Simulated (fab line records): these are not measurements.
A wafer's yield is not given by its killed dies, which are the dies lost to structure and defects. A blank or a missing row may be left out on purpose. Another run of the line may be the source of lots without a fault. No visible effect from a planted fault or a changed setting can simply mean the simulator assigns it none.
Chamber matching | flow n5 finfet | pecvd-04 running N5_BEOL_M11_PECVD_70: 3 sister chambers
The step deposits SiO2 from TEOS/O2, target thk 20 nm, time 22.7 s. 3 wafers are shown with their chamber, then 8 later ones without.

## WAFERS, EACH WITH ITS CHAMBER
wafer  | chamber | throttle valve pct (%)
L083.6 | 0       | 23.3
L085.6 | 1       | 21.4
L088.2 | 2       | 21.5

## WAFERS WITHOUT THEIR CHAMBER
wafer  | throttle valve pct (%)
L088.3 | 21.6
L088.4 | 23.3
L092.2 | 21.6
L092.3 | 21.4
L092.4 | 21.7
L096.1 | 21.6
L096.4 | 21.5
L096.6 | 23.8

## CHAMBER TAKEN BY EACH
wafer  | from the rows above     | in truth
L088.3 | can't be placed: 2 or 1 | 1
L088.4 | 0                       | 0
L092.2 | can't be placed: 2 or 1 | 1
L092.3 | can't be placed: 1 or 2 | 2
L092.4 | can't be placed: 2 or 1 | 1
L096.1 | can't be placed: 2 or 1 | 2
L096.4 | can't be placed: 2 or 1 | 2
L096.6 | 0                       | 0
Correct placement for 2 of the 8. Not placeable from these rows: 6 (in 6, the candidates include the true chamber). 0 placed wrongly.
How it was worked out, from the rows above alone: a wafer's distance from a chamber is the root of the sum, over the readings, of the square of ((its reading less the chamber's mean) divided by the reading's scatter). The wafer belongs to the nearest chamber; if the next one is less than 2 further off, it can't be placed. A chamber's mean is the mean of its shown wafers. The scatter: root of mean squared gap, hidden wafer to nearest shown wafer, with one shown wafer a chamber.
